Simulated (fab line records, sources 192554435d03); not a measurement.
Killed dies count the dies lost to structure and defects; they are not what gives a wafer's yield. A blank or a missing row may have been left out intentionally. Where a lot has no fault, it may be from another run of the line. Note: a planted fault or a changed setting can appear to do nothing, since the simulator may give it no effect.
Chamber matching | flow n5-finfet | N5_BEOL_M6_ETCH_66 on rie-diel-06: 4 sister chambers
The step etches SOC in N2/H2, target depth 80 nm, overetch 16 nm, time 120 s. 7 wafers are shown with their chamber, then 7 later ones without.

== WAFERS PAIRED WITH THEIR CHAMBERS ==
wafer  | chamber | showerhead-plenum-p-Torr (Torr) | drypump-motor-current-A (A)
L074.4 | 3       | 2.50                            | 5.9
L076.6 | 0       | 2.58                            | 6.0
L084.3 | 2       | 2.40                            | 5.4
L084.4 | 0       | 2.57                            | 5.9
L084.5 | 1       | 2.59                            | 6.1
L086.1 | 2       | 2.40                            | 5.3
L086.2 | 3       | 2.49                            | 6.0

== WAFERS WHOSE CHAMBER IS MISSING ==
wafer  | showerhead-plenum-p-Torr (Torr) | drypump-motor-current-A (A)
L086.4 | 2.40                            | 5.3
L087.2 | 2.40                            | 5.3
L087.3 | 2.57                            | 6.0
L087.6 | 2.57                            | 6.0
L088.1 | 2.59                            | 6.1
L088.2 | 2.57                            | 5.9
L088.4 | 2.49                            | 5.9

== CHAMBER TAKEN BY EACH ==
wafer  | from the rows above | in truth
L086.4 | 2                   | 2
L087.2 | 2                   | 2
L087.3 | 0                   | 0
L087.6 | 0                   | 0
L088.1 | 1                   | 1
L088.2 | 0                   | 0
L088.4 | 3                   | 3
7 of 7 placed correctly. Number that these rows cannot place: 0. Wrongly placed: 0.
How it was worked out, from the rows above alone: a wafer's distance from a chamber is the root of the sum, over the readings, of the square of ((its reading less the chamber's mean) divided by the reading's scatter). The wafer belongs to the nearest chamber; if the next one is less than 2 further off, it can't be placed. Each chamber's mean is taken over the wafers shown for it. How the scatter is found: for the shown wafers, subtract from each reading the mean of its chamber, square and add these, divide the total by (wafers less chambers), then take the root.
